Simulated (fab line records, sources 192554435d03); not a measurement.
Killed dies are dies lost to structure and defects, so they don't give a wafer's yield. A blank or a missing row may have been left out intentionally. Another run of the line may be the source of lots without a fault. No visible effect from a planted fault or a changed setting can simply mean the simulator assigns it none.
fab line records | flow n5-finfet
[record] lots = 10 wafers = 30 last-day = 18
route steps=1938 shown BEOL_M3@1000 BEOL_M4@1111
lots that met no fault: taken from a fault-free run of the same line
start-h: hours from the record's opening day to when the first of the lot's shown wafers began | wait-h: how many hours have passed since the lot's step before this one | " the same as in the row above | L1.1+2: several wafers, shown together as one row | - no value, or no start given | * or withheld: withheld | < > ~ a bound
route shown NAME@n: names a module that has steps shown in the file, with the first one's number in the route | usual: mean/standard deviation taken from wafers without a fault | same: alike in all rows | chamber/n: place in a boat | sites: per-site readings | _std_site: their standard deviation | _edge_site: the outer-site mean with the inner-site mean subtracted | radius-mm: for every site, how far away it sits from the centre of the wafer | mask NAME#n: copy n | behind: the last tool/chamber to shape the wafer | hold: why the lot went on hold/how many hours it stayed there/how the hold came to an end | device: transistor that didn't switch, given as n, p or np | end of line: tests of these same wafers at the route's end | a step with no rows: only its recipe | killed: not the wafer's yield, but the dies lost to structure and defects at the first sort | map: dies across one wafer; x = killed, . = not, _ = none there
set.NAME: setting as actually run; set.NAME@STEP: the setting as run at that earlier step | model.NAME: the simulator's own value behind a step, which no gauge read
one table for each step of the route and one row for each wafer, over a sample of lots
services: a tool's chamber out of use, with start hour (start-h, from the record's first day; less than 0 if before it), hours out, and reason
[[steps]]
[step N5_BEOL_M3_SPUTTER_86]
[recipe] material = Cu target-thk-a = 45 temp-c = -20 chamber-pressure-pa = 0.07 power-w = withheld time-s = 8.29
[usual] chamber-pressure-pa = 0.07001/0.00013 throttle-valve-pct = 30.1/0.77
// columns lot.wafer tool chamber start-h wait-h chamber-pressure-pa throttle-valve-pct
L520.2 pvd-sputter-01 - 149.69 0.1 0.06982 31.2
L520.3 " - " " 0.07 30.6
L520.6 " - " " 0.06999 30.9
L521.1 pvd-sputter-03 - 150.98 0.1 0.07006 30.2
L521.3 " - " " 0.07013 28.8
L521.5 " - " " 0.07015 31.0
L522.2 pvd-sputter-01 - 160.32 0.1 0.07019 30.8
L522.5 " - " " 0.07007 30.7
L522.6 " - " " 0.06972 29.1
L523.2 pvd-sputter-03 - 168.12 0.1 0.07016 29.8
L523.3 " - " " 0.06996 30.6
L523.6 " - " " 0.06986 28.3
L528.1 pvd-sputter-03 - 200.28 0.1 0.06965 30.8
L528.2 " - " " 0.06985 29.9
L528.4 " - " " 0.07011 29.4
L532.1 pvd-sputter-02 - 239.14 0.1 0.07016 30.9
L532.3 " - " " 0.06994 29.5
L532.4 " - " " 0.07007 29.9
L534.1 pvd-sputter-02 - 240.98 0.1 0.06998 30.6
L534.3 " - " " 0.07025 29.5
L534.4 " - " " 0.06998 30.1
L535.2 pvd-sputter-03 - 257.34 0.1 0.07002 30.9
L535.4 " - " " 0.07009 28.9
L535.5 " - " " 0.07018 29.3
L541.1 pvd-sputter-03 - 276.97 0.1 0.06999 30.6
L541.3 " - " " 0.06992 29.2
L541.6 " - " " 0.06979 28.6
L542.1 pvd-sputter-02 - 307.70 0.1 0.06997 30.6
L542.4 " - " " 0.07003 29.7
L542.5 " - " " 0.07002 29.7
[step N5_BEOL_M3_ANNEAL_89]
[recipe] temp-c = 400 time-s = 240 ambient = vacuum
[usual] heater-power-w = 824/85
// columns lot.wafer tool chamber start-h wait-h heater-power-w
L520.2 pvd-sputter-01 - 149.99 0.0 689
L520.3 " - " " 863
L520.6 " - " " 699
L521.1 pvd-sputter-03 - 151.28 0.0 754
L521.3 " - " " 878
L521.5 " - " " 742
L522.2 pvd-sputter-01 - 160.62 0.0 690
L522.5 " - " " 681
L522.6 " - " " 872
L523.2 pvd-sputter-03 - 168.42 0.0 773
L523.3 " - " " 781
L523.6 " - " " 888
L528.1 pvd-sputter-03 - 200.58 0.0 746
L528.2 " - " " 773
L528.4 " - " " 924
L532.1 pvd-sputter-02 - 239.44 0.0 808
L532.3 " - " " 792
L532.4 " - " " 989
L534.1 pvd-sputter-02 - 241.28 0.0 769
L534.3 " - " " 815
L534.4 " - " " 981
L535.2 pvd-sputter-03 - 257.64 0.0 754
L535.4 " - " " 899
L535.5 " - " " 928
L541.1 pvd-sputter-03 - 277.27 0.0 726
L541.3 " - " " 889
L541.6 " - " " 883
L542.1 pvd-sputter-02 - 308.00 0.0 804
L542.4 " - " " 820
L542.5 " - " " 804
[step N5_BEOL_M3_CMP_52]
[recipe] stop-on = SiOC t-overpolish-s = 6.8 down-force-psi = 1 platen-rpm = 50 clearing-platen-down-force-psi = 1.5 clearing-platen-rpm = 50 post-cmp-clean = cu-alkaline target-thk-nm = 40 clearing-platen-pad-velocity-m-s = 0.99484 pad-velocity-m-s = 0.99484
[usual] barrier-field-endpoint-s = 24.8/0.69 motor-current-A = 6.2/0.51 overpolish-run-s = 6.800/0.0085 slurry-flow-ml-min = 150.0/0.47 time-to-endpoint-s = 63/3.9
// columns lot.wafer tool chamber start-h wait-h barrier-field-endpoint-s motor-current-A overpolish-run-s slurry-flow-ml-min time-to-endpoint-s
L520.3 cmp-03 1 151.28 0.2 24.9 5.3 6.804 149.8 63
L520.2 " 3 " " 24.4 6.7 6.803 150.4 58
L520.6 " 2 " " 24.9 7.3 6.792 149.6 61
L521.3 cmp-04 0 152.61 0.2 24.3 5.8 6.791 149.5 62
L521.1 " 2 " " 24.7 6.8 6.791 149.6 63
L521.5 " 3 " " 24.6 6.7 6.797 149.5 64
L522.2 cmp-01 1 161.99 0.3 25.4 5.5 6.814 149.6 67
L522.5 " 1 " " 25.7 5.5 6.807 149.7 68
L522.6 " 2 " " 25.3 6.1 6.823 150.4 61
L523.3 cmp-04 2 169.75 0.2 24.2 6.5 6.799 149.6 62
L523.2 " 3 " " 24.0 6.6 6.806 150.7 64
L523.6 " 1 " " 25.7 5.9 6.809 150.1 69
L528.1 cmp-04 0 201.92 0.3 14.2 5.8 6.807 149.7 37
L528.4 " 1 " " 14.0 6.0 6.785 149.4 35
L528.2 " 3 " " 24.8 6.1 6.789 150.2 61
L532.4 cmp-03 2 240.74 0.1 24.8 7.1 6.790 150.1 64
L532.1 " 3 " " 24.6 6.1 6.801 150.2 64
L532.3 " 0 " " 25.0 6.1 6.799 150.7 68
L534.3 cmp-03 3 242.58 0.2 23.4 6.3 6.802 150.3 61
L534.4 " 0 " " 25.3 6.0 6.806 149.8 66
L534.1 " 1 " " 24.5 5.2 6.792 149.9 61
L535.2 cmp-01 1 258.93 0.2 24.6 5.6 6.795 149.4 60
L535.4 " 3 " " 23.8 6.7 6.808 151.0 57
L535.5 " 2 " " 23.5 6.5 6.811 149.7 54
L541.3 cmp-01 3 278.57 0.2 24.3 6.7 6.811 150.3 58
L541.1 " 2 " " 23.8 6.5 6.798 150.2 54
L541.6 " 3 " " 24.4 6.4 6.787 149.9 56
L542.4 cmp-01 3 309.33 0.2 23.5 6.5 6.802 150.0 53
L542.1 " 0 " " 23.1 6.9 6.799 150.6 57
L542.5 " 3 " " 23.6 6.6 6.788 150.1 54
[step N5_BEOL_M3_INSPECT_59]
[recipe] inspect-instrument = darkfield mode = post-dep
[usual] raw-defect-count = 76/29
// columns lot.wafer tool chamber start-h wait-h raw-defect-count
L520.2 defect-inspect-02 - 151.92 0.0 34
L520.3 " - " " 61
L520.6 " - " " 46
L521.1 defect-inspect-02 - 153.15 0.0 42
L521.3 " - " " 69
L521.5 " - " " 31
L522.2 defect-inspect-01 - 162.60 0.0 116
L522.5 " - " " 71
L522.6 " - " " 80
L523.2 defect-inspect-02 - 170.30 0.0 32
L523.3 " - " " 70
L523.6 " - " " 46
L528.1 defect-inspect-01 - 202.50 0.0 91
L528.2 " - " " 104
L528.4 " - " " 63
L532.1 defect-inspect-01 - 241.35 0.0 102
L532.3 " - " " 96
L532.4 " - " " 90
L534.1 defect-inspect-02 - 243.19 0.0 58
L534.3 " - " " 43
L534.4 " - " " 62
L535.2 defect-inspect-01 - 259.52 0.0 88
L535.4 " - " " 115
L535.5 " - " " 114
L541.1 defect-inspect-01 - 279.15 0.0 60
L541.3 " - " " 64
L541.6 " - " " 59
L542.1 defect-inspect-02 - 309.87 0.0 83
L542.4 " - " " 60
L542.5 " - " " 43
[step N5_BEOL_M4_RC_MEAS_101]
[usual] DIBL_N = 36.2/1.6 DIBL_P = 36.5/1.9 IOFF_N = 0.158/0.027 IOFF_P = 0.21/0.038 ION_N = 675/12 ION_P = 464/8.9 SS_N = 71.5/0.61 SS_P = 73.4/0.59 VT_N = 250.4/3 VT_P = -250/3.6
// columns lot.wafer tool chamber start-h wait-h DIBL_N[mV/V] DIBL_P[mV/V] IOFF_N[nA/um] IOFF_P[nA/um] ION_N[uA/um] ION_P[uA/um] SS_N[mV/dec] SS_P[mV/dec] VT_N[mV] VT_P[mV]
L521.1 prober-01 0 164.40 0.0 37.7 38.5 0.175 0.26 683 474 72.3 74.0 251.0 -247
L521.3 " 0 " " 36.3 36.5 0.146 0.22 676 472 71.1 73.0 251.9 -250
L521.5 " 0 " " 38.5 39.0 0.194 0.27 683 468 72.0 74.1 247.4 -245
L520.2 prober-02 0 167.34 0.2 34.3 35.5 0.138 0.19 668 457 70.9 72.3 252.3 -251
L520.3 " 0 " " 36.1 38.0 0.161 0.24 682 466 71.5 72.9 252.3 -251
L520.6 " 0 " " 36.9 38.7 0.184 0.25 688 465 72.0 73.2 249.9 -246
L522.2 prober-01 0 170.34 0.2 35.1 35.1 0.140 0.18 670 458 71.4 73.4 250.7 -254
L522.5 " 0 " " 34.4 34.7 0.130 0.18 663 461 70.9 73.1 255.0 -254
L522.6 " 0 " " 34.1 33.3 0.114 0.16 656 449 71.2 72.0 254.7 -255
L523.2 prober-01 0 185.63 0.2 36.9 36.6 0.154 0.22 666 461 72.4 73.5 254.4 -251
L523.3 " 0 " " 38.4 37.3 0.171 0.22 669 461 71.9 74.1 251.4 -252
L523.6 " 0 " " 36.7 35.5 0.148 0.20 670 458 71.7 72.9 253.9 -252
L528.1 prober-01 0 212.54 0.0 37.5 36.6 0.156 0.18 666 452 71.0 73.1 250.0 -257
L528.2 " 0 " " 39.8 38.7 0.211 0.21 682 453 72.3 73.9 246.5 -255
L528.4 " 0 " " 36.0 34.4 0.128 0.16 651 437 71.1 73.0 256.1 -259
L532.1 prober-02 0 251.76 0.0 34.4 33.6 0.128 0.15 658 446 70.3 72.3 251.3 -258
L532.3 " 0 " " 37.1 37.9 0.175 0.22 672 456 71.5 74.1 248.8 -250
L532.4 " 0 " " 36.1 35.3 0.154 0.17 674 456 71.2 72.9 248.4 -251
L534.1 prober-01 0 255.25 0.0 36.2 37.1 0.157 0.25 685 473 70.6 73.1 247.2 -246
L534.3 " 0 " " 39.3 40.7 0.232 0.31 699 480 72.4 74.5 243.7 -241
L534.4 " 0 " " 38.4 39.7 0.198 0.31 686 474 71.0 74.5 244.2 -240
L535.2 prober-02 0 275.25 0.2 37.1 37.4 0.173 0.23 671 463 72.1 73.3 249.0 -249
L535.4 " 0 " " 38.5 39.3 0.206 0.26 692 472 72.1 73.4 246.0 -246
L535.5 " 0 " " 34.4 34.7 0.120 0.17 666 460 70.2 72.3 255.4 -254
L541.1 prober-02 0 302.58 0.0 35.7 35.7 0.158 0.18 677 459 71.2 72.7 248.8 -254
L541.3 " 0 " " 36.8 38.1 0.175 0.23 666 457 71.6 73.8 247.5 -250
L541.6 " 0 " " 35.6 36.5 0.165 0.20 677 468 71.4 72.8 248.2 -251
L542.1 prober-02 0 320.57 0.0 35.0 34.8 0.149 0.22 664 463 71.1 72.8 250.4 -248
L542.4 " 0 " " 34.2 34.5 0.141 0.22 686 482 70.4 73.0 249.9 -248
L542.5 " 0 " " 32.9 33.3 0.116 0.19 666 469 71.3 73.1 252.7 -251
[[services]]
// columns tool chamber start-h hours kind
cmp-01 - 139.82 0.6 repair
cmp-01 - 150.76 0.7 repair
pvd-sputter-02 - 151.48 2.4 repair
cmp-04 - 160.14 5.4 pm
cmp-01 - 174.40 0.5 repair
cmp-01 - 194.96 4.0 pm
cmp-03 - 218.16 5.0 pm
cmp-03 - 229.65 4.0 pm
cmp-03 - 233.65 - consumable-replace:conditioner
cmp-03 - 233.65 - consumable-replace:pad
cmp-01 - 239.72 3.3 repair
cmp-04 - 251.10 1.2 repair
cmp-04 - 254.99 2.5 repair
cmp-01 - 258.12 0.5 repair
[[key]]
[first-sign] step = N5_BEOL_M3_CMP_52 reading = barrier-field-endpoint-s direction = down sigmas = 16 usual = 24.8 struck = 14.1
[effect] step = N5_BEOL_M3_CMP_52 reading = time-to-endpoint-s direction = down sigmas = 6.9 usual = * struck = *
met-at N5_BEOL_M3_CMP_52
struck-lots L528
struck-wafers L528.1,L528.4
not-acting-at N5_BEOL_M3_SPUTTER_86,N5_BEOL_M3_ANNEAL_89,N5_BEOL_M3_INSPECT_59
onset-between 169.75 201.92
[fault] kind = process-parameter-drift tool = cmp-04 chamber = - onset-h = 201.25 steps = N5_BEOL_M3_CMP_52 channel = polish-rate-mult offset = 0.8 shape = step end-h = 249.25 scope = struck-wafers-only
